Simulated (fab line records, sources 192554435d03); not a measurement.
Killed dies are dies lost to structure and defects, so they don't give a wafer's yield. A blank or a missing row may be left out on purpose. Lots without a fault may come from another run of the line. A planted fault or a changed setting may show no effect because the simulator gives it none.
Split-lot experiment | flow n5_finfet | 7 lots, 39 wafers read, on a route of 1938 steps

THE SPLIT
At N5_BEOL_M12_ETCH_68 (etches SOC in N2/H2, time 285 s), the setting target_depth_a was moved away from the recipe's 5700 angstrom on 15 of the 39 wafers read, by -41.6% to +44.2%. The other wafers ran this setting at the recipe's value.

The reading is taken at the split's own step.

THE READING
SiARC_of_BEOL_M12_COAT_66.thk_nm (the simulator's own value, which no gauge read), in nm, at N5_BEOL_M12_ETCH_68 (etches SOC in N2/H2, time 285 s). The file gives no usual value for it. The 24 wafers here that ran the recipe average 85.6 nm, standard deviation 0.43 nm.

wafer  | tool, chamber at the split | target_depth_a as run, angstrom | against the recipe | SiARC_of_BEOL_M12_COAT_66.thk_nm, nm | against lot-mates on the recipe
L078.1 | rie_diel-04, 3,1           | 5700                            | recipe             | 85                                   | -
L078.2 | rie_diel-04, 3,1           | 5700                            | recipe             | 85                                   | -
L078.3 | rie_diel-04, 2             | 5700                            | recipe             | 84.8                                 | -
L078.4 | rie_diel-04, 0             | 3331                            | -41.6%             | 95.6                                 | +10.7
L078.5 | rie_diel-04, 0             | 3331                            | -41.6%             | 95.4                                 | +10.5
L078.6 | rie_diel-04, 3             | 3331                            | -41.6%             | 95                                   | +10.1
L084.1 | rie_diel-05, 2             | 6759                            | +18.6%             | 80.4                                 | -5.1
L084.2 | rie_diel-05, 0,1           | 5700                            | recipe             | 85.6                                 | -
L084.3 | rie_diel-05, 0,1           | 5700                            | recipe             | 85.6                                 | -
L084.4 | rie_diel-05, 0,1           | 6759                            | +18.6%             | 80.8                                 | -4.7
L084.5 | rie_diel-05, 0,1           | 6759                            | +18.6%             | 80.8                                 | -4.7
L084.6 | rie_diel-05, 2             | 5700                            | recipe             | 85.2                                 | -
L083.1 | rie_diel-04, 1             | 5700                            | recipe             | 85.6                                 | -
L083.2 | rie_diel-04, 0             | 6966                            | +22.2%             | 81.2                                 | -4.4
L083.3 | rie_diel-04, 3             | 5700                            | recipe             | 86                                   | -
L083.4 | rie_diel-04, 2             | 6966                            | +22.2%             | 80.2                                 | -5.4
L083.5 | rie_diel-04, 1             | 6966                            | +22.2%             | 80.4                                 | -5.2
L083.6 | rie_diel-04, 2             | 5700                            | recipe             | 85.2                                 | -
L090.1 | rie_diel-04, 2             | 5700                            | recipe             | 85.2                                 | -
L090.3 | rie_diel-04, 0             | 5700                            | recipe             | 85.8                                 | -
L090.5 | rie_diel-04, 1             | 5700                            | recipe             | 85                                   | -
L095.1 | rie_diel-04, 1,3           | 4276                            | -25.0%             | 91.8                                 | +6.1
L095.6 | rie_diel-04, 1,3           | 4276                            | -25.0%             | 91.8                                 | +6.1
L095.2 | rie_diel-04, 0             | 4276                            | -25.0%             | 92.2                                 | +6.5
L095.3 | rie_diel-04, 3,0           | 5700                            | recipe             | 86                                   | -
L095.5 | rie_diel-04, 3,0           | 5700                            | recipe             | 86                                   | -
L095.4 | rie_diel-04, 2             | 5700                            | recipe             | 85                                   | -
L096.1 | rie_diel-05, 3             | 8218                            | +44.2%             | 74.8                                 | -11.2
L096.2 | rie_diel-05, 1             | 5700                            | recipe             | 86                                   | -
L096.3 | rie_diel-05, 2             | 8218                            | +44.2%             | 74.6                                 | -11.4
L096.4 | rie_diel-05, 0             | 8218                            | +44.2%             | 75.4                                 | -10.6
L096.5 | rie_diel-05, 1             | 5700                            | recipe             | 85.8                                 | -
L096.6 | rie_diel-05, 0             | 5700                            | recipe             | 86.2                                 | -
L097.1 | rie_diel-06, 0,2           | 5700                            | recipe             | 85.8                                 | -
L097.3 | rie_diel-06, 0,2           | 5700                            | recipe             | 85.8                                 | -
L097.2 | rie_diel-06, 3             | 5700                            | recipe             | 86.2                                 | -
L097.4 | rie_diel-06, 1,0           | 5700                            | recipe             | 86                                   | -
L097.5 | rie_diel-06, 1,0           | 5700                            | recipe             | 86                                   | -
L097.6 | rie_diel-06, 1             | 5700                            | recipe             | 85.6                                 | -
Where a row lists several chambers, the file gives one row for several wafers and doesn't say which wafer went through which chamber.

THE FIT
A straight line over all 39 wafers: SiARC_of_BEOL_M12_COAT_66.thk_nm changes by -0.241 nm for each +1% of target_depth_a; r = -1.00; the points scatter about the line by 0.44 nm.
The same after taking each lot's own level away (the mean of its wafers on the recipe; 39 wafers): -0.249 nm for each +1%; r = -1.00; scatter 0.33 nm.
On that fit, the largest move of target_depth_a shifts the reading by 11 nm.
The lots' own levels span 84.93 to 86.00 nm, that is 2.5 times the standard deviation above.
So the lot-to-lot level changes the slope little: the two slopes agree.
Check: with one of the wafers moved furthest among these (+44.2%) left out of the fit, the line predicts -10.9 nm for it against its lot-mates. It came out at -11.2 nm against them.

OTHER SPLITS ON THESE WAFERS
These wafers also went through other splits before the reading. Each is held against what the fit with the lots' levels taken away leaves over:
other split on the same wafers     | wafers away from the commonest value | r with SiARC_of_BEOL_M12_COAT_66.thk_nm (lot level and that fit taken away)
N5_BEOL_M3_ETCH_41 target_depth_a  | 18                                   | -0.17
N5_BEOL_M3_DEP_57 time_s           | 15                                   | -0.05
N5_BEOL_M6_ILD_DEP_00 target_thk_a | 15                                   | +0.21
N5_BEOL_M11_ILD_DEP_00 time_s      | 15                                   | -0.11

THE FILE'S OWN FIT
SiARC_of_BEOL_M12_COAT_66.thk_nm changes by -0.249 nm for each +1% of target_depth_a, r = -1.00.
